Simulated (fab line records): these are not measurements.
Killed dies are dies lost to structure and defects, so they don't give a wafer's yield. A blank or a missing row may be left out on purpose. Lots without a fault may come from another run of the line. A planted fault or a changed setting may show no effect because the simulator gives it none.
fab line records    flow n5Finfet
[record] lots = 6  wafers = 17  lastDay = 18
route steps=1938 shown GATE_CUT@479 PASSIVATION@1936
lots that met no fault: from a run of the same line without faults
startH: hours from the record's opening day to when the first of the lot's shown wafers began    waitH: hours since the lot's step before    " identical to the entry in the row above    L1.1+2: several wafers, shown together as one row    - no value, or no start was given    * or withheld: withheld    < > ~ a bound
route shown NAME@n: NAME is a module with steps in the file, n the number in the route of the first one    usual: average and standard deviation across the fault-free wafers    same: alike in all rows    chamber/n: place in a boat    sites: readings site by site    _std_site: standard deviation across them    _edge_site: inner sites' mean taken away from outer sites' mean    radiusMm: for every site, how far away it sits from the centre of the wafer    mask NAME#n: copy n    behind: the tool/chamber that last shaped the wafer    hold: why the lot was held/for how many hours/how that ended    device: the n, p or np transistor that did not switch    end of line: the route-end tests of the same wafers    where a step has no rows: the recipe by itself    killed: the dies lost at the first sort to structure and to defects; this is not the yield of the wafer    map: dies across one wafer; x = killed, . = not, _ = none there
set.NAME: setting as actually run; set.NAME@STEP: the setting as run at that earlier step    model.NAME: the simulator's own value behind a step, which no gauge read
lots at some steps of the route; a table a step, a row a wafer
services: from which hour (startH, from the record's first day; less than 0 if before it) a tool's chamber was out of use, for how many hours, and why
[[steps]]
[step N5_GATE_CUT_COAT_35]
[recipe] resist = SiARC  tempC = 220  timeS = 60  spinRpm = 1500  resistThkNm = 10
[step N5_GATE_CUT_COAT_27]
[recipe] resist = underlayer  tempC = 205  timeS = 60  spinRpm = 1500  resistThkNm = 10
[step N5_GATE_CUT_COAT_07]
[recipe] resist = CAR-EUV  spinRpm = 1500  resistThkNm = 30
[step N5_GATE_CUT_EBR_09]
[recipe] solvent = PGMEA  ebrWidthMm = 1.5
[step N5_GATE_CUT_SOFTBAKE_08]
[recipe] tempC = 110  timeS = 60  resist = CAR-EUV
[step N5_GATE_CUT_EXPOSE_10]
[recipe] maskId = GATE_CUT  na = 0.33  sourceShape = annular  sigmaInner = 0.35  sigmaOuter = 0.8  polarization = unpolarized  targetCdNm = 20  doseMj = 43.25
[step N5_GATE_CUT_PEB_11]
[recipe] pebTempC = 100  pebTimeS = 60  resist = CAR-EUV
[step N5_GATE_CUT_DEVELOP_12]
[recipe] developTimeS = 30  developer = TMAH  resist = CAR-EUV  rinseLiquid = surfactantRinse  dry = airSpin  devTempC = 23
[step N5_GATE_CUT_CD_MEAS_13]
[recipe] targetCdNm = 20  landingEnergyEv = 500  detector = seInlens
[usual] cdNm = 20.0/0.32
lot.wafer  tool      chamber  startH  waitH  cdNm
L382.2     cdSem-03  0        93.80   -      19.9
L382.3     "         0        "       "      20.4
L382.5     "         0        "       "      20.2
L396.1     cdSem-03  0        175.78  -      19.9
L396.3     "         0        "       "      19.4
L396.6     "         0        "       "      19.7
L397.5     cdSem-02  0        184.00  -      20.1
L397.6     "         0        "       "      19.8
L400.1     cdSem-02  0        202.07  -      20.3
L400.3     "         0        "       "      19.9
L400.5     "         0        "       "      19.7
L402.2     cdSem-03  0        210.34  -      19.7
L402.3     "         0        "       "      20.2
L402.5     "         0        "       "      19.9
L404.1     cdSem-03  0        229.28  -      20.3
L404.3     "         0        "       "      19.9
L404.4     "         0        "       "      19.6
[step N5_GATE_CUT_OVL_MEAS_14]
[recipe] pointsPerWafer = 522
[usual] GATE_CUT_OVL = 0.5/0.64
[same] pointsPerWafer = 522
lot.wafer  tool        chamber  startH  waitH  GATE_CUT_OVL[nm]
L382.2     overlay-02  0        93.83   0.0    0.2
L382.3     "           0        "       "      0.6
L382.5     "           0        "       "      0.0
L396.1     overlay-02  0        175.81  0.0    0.3
L396.3     "           0        "       "      -1.0
L396.6     "           0        "       "      -0.5
L397.5     overlay-01  0        184.04  0.0    0.0
L397.6     "           0        "       "      0.7
L400.1     overlay-02  0        202.10  0.0    0.5
L400.3     "           0        "       "      0.6
L400.5     "           0        "       "      -0.2
L402.2     overlay-01  0        210.38  0.0    0.9
L402.3     "           0        "       "      1.3
L402.5     "           0        "       "      0.4
L404.1     overlay-02  0        229.31  0.0    1.3
L404.3     "           0        "       "      0.4
L404.4     "           0        "       "      0.5
[step N5_GATE_CUT_INSPECT_15]
[recipe] mode = adi  inspectInstrument = brightfield
[usual] rawDefectCount = 128/42
lot.wafer  tool              chamber  startH  waitH  rawDefectCount
L382.2     defectInspect-02  -        93.89   0.0    119
L382.3     "                 -        "       "      114
L382.5     "                 -        "       "      170
L396.1     defectInspect-01  -        175.87  0.1    145
L396.3     "                 -        "       "      153
L396.6     "                 -        "       "      135
L397.5     defectInspect-02  -        184.08  0.0    75
L397.6     "                 -        "       "      81
L400.1     defectInspect-02  -        202.16  0.1    78
L400.3     "                 -        "       "      187
L400.5     "                 -        "       "      128
L402.2     defectInspect-02  -        210.43  0.0    97
L402.3     "                 -        "       "      99
L402.5     "                 -        "       "      144
L404.1     defectInspect-01  -        229.37  0.1    139
L404.3     "                 -        "       "      111
L404.4     "                 -        "       "      106
[step N5_GATE_CUT_DESCUM_18]
[recipe] chemistry = O2  timeS = 7  sourcePowerW = 50  biasPowerW = 20  pressureMtorr = 20  rfFrequencyHz = 2.712e+07  tempC = 40  resist = CAR-EUV  o2FlowSccm = 225
[usual] drypumpMotorCurrentA = 5.8/0.32  oesProductAu = 0.77/0.082  rfVppV = 242.5/1.4  showerheadPlenumPTorr = 2.05/0.078  throttleValvePct = 20.42/0.22
lot.wafer  tool        chamber  startH  waitH  drypumpMotorCurrentA  oesProductAu  rfHoursCounterH  rfVppV  showerheadPlenumPTorr  throttleValvePct
L382.2     rieDiel-03  2        93.93   0.0    6.5                   0.70          227              243.3   2.09                   20.42
L382.3     "           0        "       "      5.8                   0.94          9                245.6   2.14                   20.55
L382.5     "           0        "       "      5.9                   0.94          -                243.0   2.14                   20.54
L396.1     rieDiel-03  1        175.90  0.0    5.6                   0.74          188              241.5   2.00                   20.76
L396.3     "           3        "       "      5.5                   0.70          234              241.5   1.97                   20.21
L396.6     "           0        "       "      5.9                   0.88          -                243.9   2.13                   20.55
L397.5     rieDiel-03  3        184.13  0.0    5.5                   0.70          -                241.6   1.97                   20.24
L397.6     "           1        "       "      5.6                   0.73          -                241.0   2.00                   20.78
L400.1     rieDiel-04  3        202.33  0.2    5.7                   0.79          122              240.8   1.95                   20.23
L400.3     "           1        "       "      6.2                   0.73          176              245.5   2.18                   20.37
L400.5     "           1        "       "      6.2                   0.73          -                244.5   2.18                   20.38
L402.2     rieDiel-04  1        210.46  0.0    6.2                   0.74          179              245.9   2.18                   20.39
L402.3     "           1        "       "      6.2                   0.74          -                245.1   2.18                   20.36
L402.5     "           1        "       "      6.2                   0.74          -                245.0   2.18                   20.38
L404.1     rieDiel-06  3        229.40  0.0    6.0                   0.76          141              241.9   2.02                   20.58
L404.3     "           1        "       "      6.2                   0.89          43               242.2   2.04                   20.52
L404.4     "           0        "       "      5.5                   0.68          246              241.9   1.97                   20.51
[step N5_GATE_CUT_ETCH_28]
[recipe] chemistry = N2/H2  target = underlayer  targetDepthA = 130  maskMaterial = CAR-EUV  timeS = 10.4  ionEnergyEv = 200  pressureMtorr = 30  sourceW = 840  biasW = 150  n2FlowSccm = 200  h2FlowSccm = 200  ends = cleared
[usual] drypumpMotorCurrentA = 5.8/0.32  etchRfOnTimeS = 10.4/0.38  oesProductAu = 0.66/0.073  rfVppV = 522.6/2.6  showerheadPlenumPTorr = 2.48/0.093  throttleValvePct = 17.80/0.22
lot.wafer  tool        chamber  startH  waitH  drypumpMotorCurrentA  etchRfOnTimeS  oesProductAu  rfHoursCounterH  rfVppV  showerheadPlenumPTorr  throttleValvePct
L382.2     rieDiel-03  2        93.97   0.0    6.6                   10.5           0.60          227              523.6   2.49                   17.53
L382.3     "           0        "       "      5.9                   9.8            0.82          9                523.3   2.60                   18.00
L382.5     "           0        "       "      5.8                   9.8            0.82          -                527.0   2.59                   17.99
L396.1     rieDiel-03  1        175.94  0.0    5.6                   10.0           0.64          188              521.7   2.42                   18.11
L396.3     "           3        "       "      5.5                   6.5            0.79          234              521.5   2.40                   17.78
L396.6     "           0        "       "      5.8                   9.8            0.77          -                525.9   2.59                   18.05
L397.5     rieDiel-03  3        184.16  0.0    5.5                   6.5            0.80          -                521.7   2.40                   17.77
L397.6     "           1        "       "      5.6                   10.1           0.63          -                520.3   2.41                   18.10
L400.1     rieDiel-04  3        202.37  0.0    5.7                   10.3           0.68          122              518.8   2.34                   17.50
L400.3     "           1        "       "      6.2                   11.3           0.60          176              526.6   2.61                   17.56
L400.5     "           1        "       "      6.2                   11.1           0.61          -                526.9   2.61                   17.54
L402.2     rieDiel-04  1        210.52  0.0    6.2                   11.2           0.61          179              527.8   2.61                   17.55
L402.3     "           1        "       "      6.2                   11.2           0.60          -                526.1   2.61                   17.56
L402.5     "           1        "       "      6.2                   11.2           0.61          -                527.0   2.61                   17.55
L404.1     rieDiel-06  3        229.44  0.0    6.0                   10.2           0.65          141              522.3   2.43                   17.76
L404.3     "           1        "       "      6.2                   10.3           0.74          43               522.8   2.49                   17.95
L404.4     "           0        "       "      5.4                   10.2           0.60          246              521.0   2.38                   17.96
[step N5_GATE_CUT_ETCH_36]
[recipe] chemistry = CF4  target = SiARC  targetDepthA = 130  maskMaterial = CAR-EUV  timeS = 21.7  ionEnergyEv = 80  pressureMtorr = 40  sourceW = 545  biasW = 36  Ar_flow_sccm = 100  cf4FlowSccm = 100  ends = cleared
[usual] drypumpMotorCurrentA = 5.8/0.32  etchRfOnTimeS = 21.6/0.85  mfcArSccm = 99.97/0.27  oesProductAu = 0.66/0.073  rfVppV = 183.6/1.1  showerheadPlenumPTorr = 2.11/0.075  throttleValvePct = 15.63/0.17
lot.wafer  tool        chamber  startH  waitH  drypumpMotorCurrentA  etchRfOnTimeS  mfcArSccm  oesProductAu  rfHoursCounterH  rfVppV  showerheadPlenumPTorr  throttleValvePct
L382.2     rieDiel-03  2        93.99   0.0    6.5                   21.9           100.01     0.59          227              183.2   2.12                   15.59
L382.3     "           0        "       "      5.9                   20.3           100.47     0.81          9                184.1   2.20                   15.65
L382.5     "           0        "       "      5.9                   20.4           100.40     0.81          -                184.5   2.20                   15.65
L396.1     rieDiel-03  1        175.96  0.0    5.6                   20.8           100.02     0.64          188              183.4   2.05                   15.90
L396.3     "           3        "       "      5.5                   21.7           100.47     0.60          234              182.5   2.03                   15.53
L396.6     "           0        "       "      5.9                   20.4           99.87      0.78          -                183.6   2.19                   15.72
L397.5     rieDiel-03  3        184.18  0.0    5.5                   21.8           99.96      0.60          -                183.6   2.03                   15.55
L397.6     "           1        "       "      5.6                   20.8           100.37     0.65          -                182.8   2.05                   15.92
L400.1     rieDiel-04  3        202.39  0.0    5.6                   21.6           100.22     0.67          122              183.2   1.99                   15.34
L400.3     "           1        "       "      6.2                   23.5           100.25     0.60          176              184.1   2.22                   15.51
L400.5     "           1        "       "      6.2                   23.6           100.36     0.61          -                184.6   2.22                   15.51
L402.2     rieDiel-04  1        210.55  0.0    6.2                   23.5           100.18     0.61          179              186.3   2.22                   15.53
L402.3     "           1        "       "      6.1                   23.5           100.07     0.61          -                183.6   2.22                   15.51
L402.5     "           1        "       "      6.2                   23.5           100.05     0.60          -                184.9   2.22                   15.51
L404.1     rieDiel-06  3        229.46  0.0    6.0                   21.6           100.05     0.64          141              185.0   2.08                   15.75
L404.3     "           1        "       "      6.2                   21.6           99.69      0.74          43               184.4   2.10                   15.64
L404.4     "           0        "       "      5.4                   21.6           99.81      0.58          246              182.9   2.03                   15.84
[step N5_PASSIVATION_PROBE_49]
[usual] killed_at_M0_to_M3 = 34/10  killed_at_M4_up = 13/5.4  killedAtContacts = 13/6  killedAtFrontEnd = 42/13  killedAtOther = 4/3.2  killedDies = 107/18  killedOpen = 69/14  killedShort = 35/7.7
[same] grossDies = 1180  killedAtBackSide = 0
lot.wafer  tool       chamber  startH  waitH  killed_at_M0_to_M3  killed_at_M4_up  killedAtContacts  killedAtFrontEnd  killedAtOther  killedDies  killedOpen  killedShort
L382.2     prober-02  -        266.89  0.1    24                  26               30                35                2              117         81          32
L382.3     prober-02  -        266.94  0.1    26                  14               25                37                0              102         71          29
L382.5     prober-02  -        267.04  0.2    30                  20               16                63                7              136         79          45
L397.5     prober-02  -        374.86  0.2    45                  10               13                58                2              128         95          33
L397.6     prober-02  -        374.91  0.3    46                  13               10                47                9              125         89          33
L402.2     prober-02  -        400.82  0.1    32                  21               12                23                2              90          69          18
L402.3     prober-02  -        400.87  0.1    26                  18               13                50                2              109         73          35
L402.5     prober-02  -        400.97  0.2    22                  15               14                32                4              87          57          29
L400.1     prober-02  -        420.80  0.0    20                  21               13                58                3              115         74          40
L400.3     prober-02  -        420.90  0.1    30                  11               8                 58                9              116         63          44
L400.5     prober-02  -        421.00  0.2    28                  6                11                33                1              79          47          31
// killed by level:class
L382.2 MOL_CONTACT_COAG:geometricParticle:open=25 BEOL_M4:geometricParticle:open=10 FIN_SAQP:geometricParticle:open=9 BEOL_M0_SAQP:geometricParticle:open=9 STI_FIN_REVEAL:geometricParticle:open=7 BEOL_M0_SAQP:geometricParticle:short=7 MOL_CONTACT_COAG:geometricParticle:short=4 STARTING-WAFER:geometricParticle:open=4
L382.3 MOL_CONTACT_COAG:geometricParticle:open=20 STI_FIN_REVEAL:geometricParticle:open=11 BEOL_M0_SAQP:geometricParticle:open=9 BEOL_M0_SAQP:geometricParticle:short=8 FIN_SAQP:geometricParticle:open=5 GATE_CUT:geometricParticle:short=5 GATE_CUT:geometricParticle:open=5 MOL_CONTACT_COAG:geometricParticle:short=4
L382.5 STI_FIN_REVEAL:geometricParticle:open=20 FIN_SAQP:geometricParticle:short=14 MOL_CONTACT_COAG:geometricParticle:open=14 FIN_SAQP:geometricParticle:open=11 BEOL_M0_SAQP:geometricParticle:short=11 BEOL_M4:geometricParticle:open=10 BEOL_M0_SAQP:geometricParticle:open=7 PASSIVATION:areaEtch=6
L397.5 FIN_SAQP:geometricParticle:open=17 STI_FIN_REVEAL:geometricParticle:open=17 BEOL_M2:geometricParticle:open=15 BEOL_M3:geometricParticle:open=10 MOL_CONTACT_COAG:geometricParticle:open=10 BEOL_M0_SAQP:geometricParticle:short=7 FIN_SAQP:geometricParticle:short=5 DUMMY_GATE:geometricParticle:open=5
L397.6 BEOL_M3:geometricParticle:open=16 STI_FIN_REVEAL:geometricParticle:open=12 BEOL_M0_SAQP:geometricParticle:short=7 BEOL_M0_SAQP:geometricParticle:open=7 BEOL_M2:geometricParticle:open=6 FIN_SAQP:geometricParticle:open=5 DUMMY_GATE:geometricParticle:open=5 SPACER0:geometricParticle:open=5
L402.2 MOL_CONTACT_COAG:geometricParticle:open=11 BEOL_M2:geometricParticle:open=9 BEOL_M4:geometricParticle:open=8 STI_FIN_REVEAL:geometricParticle:open=7 BEOL_M1:geometricParticle:open=6 FIN_SAQP:geometricParticle:open=4 BEOL_M3:geometricParticle:open=4 BEOL_M0_SAQP:geometricParticle:open=4
L402.3 STI_FIN_REVEAL:geometricParticle:open=15 BEOL_M4:geometricParticle:open=12 MOL_CONTACT_COAG:geometricParticle:open=8 BEOL_M2:geometricParticle:open=8 FIN_SAQP:geometricParticle:open=5 STI_FIN_REVEAL:geometricParticle:short=5 MOL_CONTACT_COAG:geometricParticle:short=5 BEOL_M3:geometricParticle:open=5
L402.5 MOL_CONTACT_COAG:geometricParticle:open=11 STI_FIN_REVEAL:geometricParticle:open=10 BEOL_M4:geometricParticle:open=7 FIN_SAQP:geometricParticle:open=5 GATE_CUT:geometricParticle:open=5 BEOL_M0_SAQP:geometricParticle:short=5 BEOL_M1:geometricParticle:open=5 BEOL_M0_SAQP:geometricParticle:open=4
L400.1 STI_FIN_REVEAL:geometricParticle:open=18 FIN_SAQP:geometricParticle:open=13 MOL_CONTACT_COAG:geometricParticle:open=11 FIN_SAQP:geometricParticle:short=8 STARTING-WAFER:geometricParticle:short=8 BEOL_M0_SAQP:geometricParticle:short=8 BEOL_M4:geometricParticle:open=7 BEOL_M5:geometricParticle:open=7
L400.3 FIN_SAQP:geometricParticle:short=15 BEOL_M3:geometricParticle:open=12 FIN_SAQP:geometricParticle:open=10 STI_FIN_REVEAL:geometricParticle:open=9 MOL_CONTACT_COAG:geometricParticle:open=7 FIN_CUT:areaEtch=7 PAD_METAL:geometricParticle:short=6 DUMMY_GATE:geometricParticle:open=5
L400.5 FIN_SAQP:geometricParticle:open=9 BEOL_M3:geometricParticle:open=9 FIN_SAQP:geometricParticle:short=8 MOL_CONTACT_COAG:geometricParticle:open=7 BEOL_M0_SAQP:geometricParticle:short=7 BEOL_M0_SAQP:geometricParticle:open=7 DUMMY_GATE:geometricParticle:open=4 MOL_CONTACT_COAG:geometricParticle:short=4
[[services]]
tool        chamber  startH  hours  kind
rieDiel-06  1        72.52   -      clean
rieDiel-06  1        72.52   -      consumableReplace:focusRing
rieDiel-06  1        72.52   16.0   scheduledDown
rieDiel-06  1        72.52   16.0   ventCycle
rieDiel-04  2        90.08   1.8    repair
rieDiel-03  3        92.22   7.2    repair
rieDiel-04  -        136.74  2.8    pm
rieDiel-04  2        157.46  2.1    repair
rieDiel-03  2        175.53  -      clean
rieDiel-03  2        175.53  -      consumableReplace:focusRing
rieDiel-03  2        175.53  31.8   scheduledDown
rieDiel-03  2        175.53  31.8   ventCycle
rieDiel-06  2        178.37  10.6   repair
rieDiel-04  2        189.35  -      clean
rieDiel-04  2        189.35  -      consumableReplace:focusRing
rieDiel-04  2        189.35  21.2   scheduledDown
rieDiel-04  2        189.35  21.2   ventCycle
rieDiel-06  -        201.59  2.8    pm
rieDiel-04  0        209.83  5.8    repair
rieDiel-06  2        213.54  -      clean
rieDiel-06  2        213.54  -      consumableReplace:focusRing
rieDiel-06  2        213.54  13.1   scheduledDown
rieDiel-06  2        213.54  13.1   ventCycle
[[key]]
[firstSign] step = N5_GATE_CUT_ETCH_28  reading = etchRfOnTimeS  direction = down  sigmas = 10  usual = *  struck = *
effect none on later readings
metAt N5_GATE_CUT_ETCH_28
struckWafers L396.3,L397.5
testerLeftOut L396,L397
[baselineLoss] step = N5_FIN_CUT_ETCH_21  wafers = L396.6
onsetBetween 93.97 175.94
[fault] kind = processParameterDrift  tool = rieDiel-03  chamber = -  onsetH = 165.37  steps = N5_GATE_CUT_ETCH_28  channel = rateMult  offset = 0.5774  shape = step  endH = 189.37  scope = struckWafersOnly
// testerLeftOut: of these lots the tester's yield and bins aren't shown, on N5 and GAA mostly nor the transistor test; their killed dies are dies lost to structure and defects alone, not to doping, threshold or leakage, so they don't give the yield
// baselineLoss: these wafers lose ten dies or more at that step, a loss of the line's own and not of a fault; the sort's usual values leave them out
